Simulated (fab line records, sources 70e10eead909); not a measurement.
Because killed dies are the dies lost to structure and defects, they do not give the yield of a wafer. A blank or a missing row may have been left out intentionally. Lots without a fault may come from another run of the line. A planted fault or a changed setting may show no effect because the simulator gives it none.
Matching of chambers    flow nandHarc    rieDiel-02 running NHARC_A_CONTACT_ETCH_30: 4 sister chambers
The step etches the open film in CF4/CHF3, target depth 72.6 nm, time 36.3 s. 8 wafers are shown with their chamber, then 7 later ones without.

== WAFERS, EACH WITH ITS CHAMBER ==
wafer   chamber  drypumpMotorCurrentA (A)  showerheadPlenumPTorr (Torr)
L230.6  2        5.3                       1.47
L234.5  2        5.3                       1.46
L245.1  0        5.7                       1.62
L245.6  1        5.0                       1.61
L244.3  1        5.0                       1.61
L244.6  3        6.0                       1.62
L246.2  3        6.1                       1.62
L246.3  0        5.7                       1.62

== WAFERS WITH NO CHAMBER GIVEN ==
wafer   drypumpMotorCurrentA (A)  showerheadPlenumPTorr (Torr)
L246.4  5.3                       1.46
L248.1  5.7                       1.62
L248.2  6.0                       1.62
L248.5  5.7                       1.62
L247.1  6.1                       1.62
L247.2  5.0                       1.61
L247.5  5.3                       1.46

== WHICH CHAMBER EACH ONE RAN IN ==
wafer   from the rows above  in truth
L246.4  2                    2
L248.1  0                    0
L248.2  3                    3
L248.5  0                    0
L247.1  3                    3
L247.2  1                    1
L247.5  2                    2
7 of 7 placed correctly. Number that these rows cannot place: 0. 0 placed wrongly.
How it was worked out, from the rows above alone: a wafer's distance from a chamber is the root of the sum, over the readings, of the square of ((its reading less the chamber's mean) divided by the reading's scatter). If the next closest chamber is less than 2 further off than the closest, the wafer can't be placed; otherwise it belongs to the closest. The mean given for a chamber averages the wafers shown for that chamber. The scatter: the root of (the sum of the squares of (reading less its chamber's mean) over the shown wafers, divided by (wafers less chambers)).
